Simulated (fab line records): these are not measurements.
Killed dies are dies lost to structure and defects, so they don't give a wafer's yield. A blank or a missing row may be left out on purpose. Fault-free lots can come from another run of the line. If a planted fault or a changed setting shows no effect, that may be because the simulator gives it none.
Code-filled problem report in 8D (eight disciplines) form | flow nandHarc | the parts of the form that need people (team, actions taken, sign-off) are left out

1. PROBLEM STATEMENT
killedAtArray at NHARC_END_SORT_01 reads a mean of 102 on 6 wafers of 2 lots; wafers without a fault read 29 with a standard deviation of 11. That is +6.7 standard deviations from the usual mean.
First observed at day 21 21:58: wafer L922.1, on prober-01. Wafers with a number at this step in the record: 6, from 2 lots. Rule for "out", or "out of limits": more than 4 standard deviations from the usual mean. The other wafers with a number count as sound.

2. WHAT THIS IS AND IS NOT
question                    | is                        | is not
which readings at this step | killedAtArray, killedDies | killedAtOther, killedShort
which lots                  | L922, L924                | -
which wafers of those lots  | all that have a number    | -
read on which gauges        | prober-01                 | -
when                        | from day 21 21:58         | up to then (0 sound wafers)

3. SUSPECTS, AND WHAT RULES EACH OUT
Counting: a tool at any process step up to the reading remains a suspect when it ran all the lots that are out and ran no sound lot after the first of those.
- the gauge at NHARC_END_SORT_01: kept. All the wafers that are out were read on prober-01, and no step on other tools shows them out.
- rieDiel-08 at NHARC_A_SGD_CUT_STRIP_60 (strips in C4F8/O2/Ar): kept. It ran every lot that is out, first L922 (day 16 02:46), and no sound lot after that.
- rieDiel-07 at NHARC_A_M1_ETCH_28 (etches the open film in CF4/N2, target depth 30 nm, time 72.99 s): kept. It ran every lot that is out, first L922 (day 20 12:33), and no sound lot after that. Because NHARC_A_M1_ETCH_28 lacks a start for some lots, the hours and order of its lots are taken from NHARC_HYBRID_BOND_ACTIVATE_00.
The count leaves rieDiel-08 at NHARC_A_SGD_CUT_STRIP_60, rieDiel-07 at NHARC_A_M1_ETCH_28, and prober-01 at NHARC_END_SORT_01.

4. THE CAUSE (what the simulator had put in)
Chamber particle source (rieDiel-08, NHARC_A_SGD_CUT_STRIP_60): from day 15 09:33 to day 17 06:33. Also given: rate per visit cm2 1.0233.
Of the 3 suspects that counting leaves, this tool is one.

5. THE CHAIN OF EFFECTS, in route order
One row per reading whose mean, taken over the struck wafers that have a number, lies over 3 standard deviations from the usual. Only readings for which the record gives a usual standard deviation are gone through. hours: the time from each lot's start at the first step in this table that gives one to its start at this step, as a median over the lots. sigmas: the change in usual standard deviations.
hours | step              | reading       | usual | on struck wafers | change | sigmas
0     | NHARC_END_SORT_01 | killedAtArray | 29    | 102              | +74    | +6.7
0     | NHARC_END_SORT_01 | killedDies    | 33    | 106              | +73    | +6.7

6. WHAT WOULD HAVE CAUGHT IT SOONER
156 hours passed between the start of the fault at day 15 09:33 and the first reading out of limits at a measuring or inspecting step in this record, taken at day 21 21:58.
By day 21 21:58, every lot that is out (2) had started NHARC_A_SGD_CUT_STRIP_60 on rieDiel-08. A hold on the tool at that time would have spared none of them.
